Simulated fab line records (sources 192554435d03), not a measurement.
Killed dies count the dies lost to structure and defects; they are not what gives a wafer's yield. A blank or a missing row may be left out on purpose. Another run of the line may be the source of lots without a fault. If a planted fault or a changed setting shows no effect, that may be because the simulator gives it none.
Split-lot trial / flow n5Finfet / on a route of 1938 steps: 7 lots, 21 wafers read

== ABOUT THE SPLIT ==
At N5_MOL_CONTACT_COAG_VIA_ETCH_46 (etches SiO2 in C4F6/O2, target depth 46 nm, overetch 9.2 nm, time 40 s), the setting biasW was moved away from the recipe's 455 W on 4 of the 21 wafers read, by -17.0% to +18.0%. The other wafers ran this setting at the recipe's value.

The reading is taken at the split's own step.

== THE READING ==
rfVppV, in V, at N5_MOL_CONTACT_COAG_VIA_ETCH_46 (etches SiO2 in C4F6/O2, target depth 46 nm, overetch 9.2 nm, time 40 s). Typical for fault-free wafers on this fab line: 1590 V, with standard deviation 33 V.

wafer=L075.1; tool, chamber at the split=rieDiel-02, 1; biasW as run, W=455; against the recipe=recipe; rfVppV, V=1619; against lot-mates on the recipe=-
wafer=L075.2; tool, chamber at the split=rieDiel-02, 3; biasW as run, W=455; against the recipe=recipe; rfVppV, V=1571; against lot-mates on the recipe=-
wafer=L075.6; tool, chamber at the split=rieDiel-02, 3; biasW as run, W=455; against the recipe=recipe; rfVppV, V=1571; against lot-mates on the recipe=-
wafer=L081.1; tool, chamber at the split=rieDiel-06, 1; biasW as run, W=455; against the recipe=recipe; rfVppV, V=1581; against lot-mates on the recipe=-
wafer=L081.3; tool, chamber at the split=rieDiel-06, 0; biasW as run, W=455; against the recipe=recipe; rfVppV, V=1625; against lot-mates on the recipe=-
wafer=L081.6; tool, chamber at the split=rieDiel-06, 1; biasW as run, W=455; against the recipe=recipe; rfVppV, V=1581; against lot-mates on the recipe=-
wafer=L082.1; tool, chamber at the split=rieDiel-06, 0; biasW as run, W=455; against the recipe=recipe; rfVppV, V=1624; against lot-mates on the recipe=-
wafer=L082.3; tool, chamber at the split=rieDiel-06, 1; biasW as run, W=455; against the recipe=recipe; rfVppV, V=1580; against lot-mates on the recipe=-
wafer=L082.5; tool, chamber at the split=rieDiel-06, 1; biasW as run, W=394.7; against the recipe=-13.3%; rfVppV, V=1420; against lot-mates on the recipe=-182
wafer=L083.2; tool, chamber at the split=rieDiel-03, 2; biasW as run, W=455; against the recipe=recipe; rfVppV, V=1550; against lot-mates on the recipe=-
wafer=L083.4; tool, chamber at the split=rieDiel-03, 1; biasW as run, W=455; against the recipe=recipe; rfVppV, V=1546; against lot-mates on the recipe=-
wafer=L083.6; tool, chamber at the split=rieDiel-03, 2; biasW as run, W=455; against the recipe=recipe; rfVppV, V=1549; against lot-mates on the recipe=-
wafer=L084.2; tool, chamber at the split=rieDiel-02, 1; biasW as run, W=536.7; against the recipe=+18.0%; rfVppV, V=1824; against lot-mates on the recipe=+228
wafer=L084.5; tool, chamber at the split=rieDiel-02, 0; biasW as run, W=455; against the recipe=recipe; rfVppV, V=1575; against lot-mates on the recipe=-
wafer=L084.6; tool, chamber at the split=rieDiel-02, 1; biasW as run, W=455; against the recipe=recipe; rfVppV, V=1616; against lot-mates on the recipe=-
wafer=L087.3; tool, chamber at the split=rieDiel-06, 0; biasW as run, W=455; against the recipe=recipe; rfVppV, V=1625; against lot-mates on the recipe=-
wafer=L087.4; tool, chamber at the split=rieDiel-06, 2; biasW as run, W=377.7; against the recipe=-17.0%; rfVppV, V=1381; against lot-mates on the recipe=-244
wafer=L087.5; tool, chamber at the split=rieDiel-06, 0; biasW as run, W=455; against the recipe=recipe; rfVppV, V=1625; against lot-mates on the recipe=-
wafer=L089.1; tool, chamber at the split=rieDiel-03, 3; biasW as run, W=455; against the recipe=recipe; rfVppV, V=1662; against lot-mates on the recipe=-
wafer=L089.5; tool, chamber at the split=rieDiel-03, 3; biasW as run, W=534.9; against the recipe=+17.6%; rfVppV, V=1869; against lot-mates on the recipe=+263
wafer=L089.6; tool, chamber at the split=rieDiel-03, 2; biasW as run, W=455; against the recipe=recipe; rfVppV, V=1550; against lot-mates on the recipe=-

FIT RESULTS
A straight line over all 21 wafers: rfVppV changes by +13.6 V for each +1% of biasW; r = +0.95; the points scatter about the line by 34 V.
The same after taking each lot's own level away (the mean of its wafers on the recipe; 21 wafers): +14 V for each +1%; r = +0.97; scatter 25 V.
According to that fit, moving biasW by its largest amount changes the reading by 2.5e+02 V.
From 1548.3 to 1625.0 V: that is the span of the lots' own levels, equal to 2.3 times the standard deviation above.
Hence the lot-to-lot level has little effect on the slope; both slopes agree.
Check: +261 V against its lot-mates is what the line predicts for one of the wafers moved furthest among these (+18.0%) when that wafer is left out of the fit. It came out at +228 V against them.
Tool readings at the split's step, against how far the setting was moved: rfVppV r = +0.95.

== OTHER SPLITS ON THESE WAFERS ==
These wafers also went through other splits before the reading. Each is held against what the fit with the lots' levels taken away leaves over:
other split on the same wafers=N5_SD_EPI_P_EPI_21 tempC; wafers away from the commonest value=4; r with rfVppV (lot level and that fit taken away)=+0.07
other split on the same wafers=N5_SD_ACTIVATION_LSA_01 tempC; wafers away from the commonest value=5; r with rfVppV (lot level and that fit taken away)=+0.20
other split on the same wafers=N5_HKMG_FIN_ETCH_58 sourceW; wafers away from the commonest value=8; r with rfVppV (lot level and that fit taken away)=-0.16
other split on the same wafers=N5_GATE_CUT_COAT_27 spinRpm; wafers away from the commonest value=5; r with rfVppV (lot level and that fit taken away)=+0.25
other split on the same wafers=N5_GATE_CUT_EXPOSE_10 doseMj; wafers away from the commonest value=9; r with rfVppV (lot level and that fit taken away)=-0.03

== THE FILE'S OWN FIT ==
rfVppV changes by +14 V for each +1% of biasW, r = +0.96.
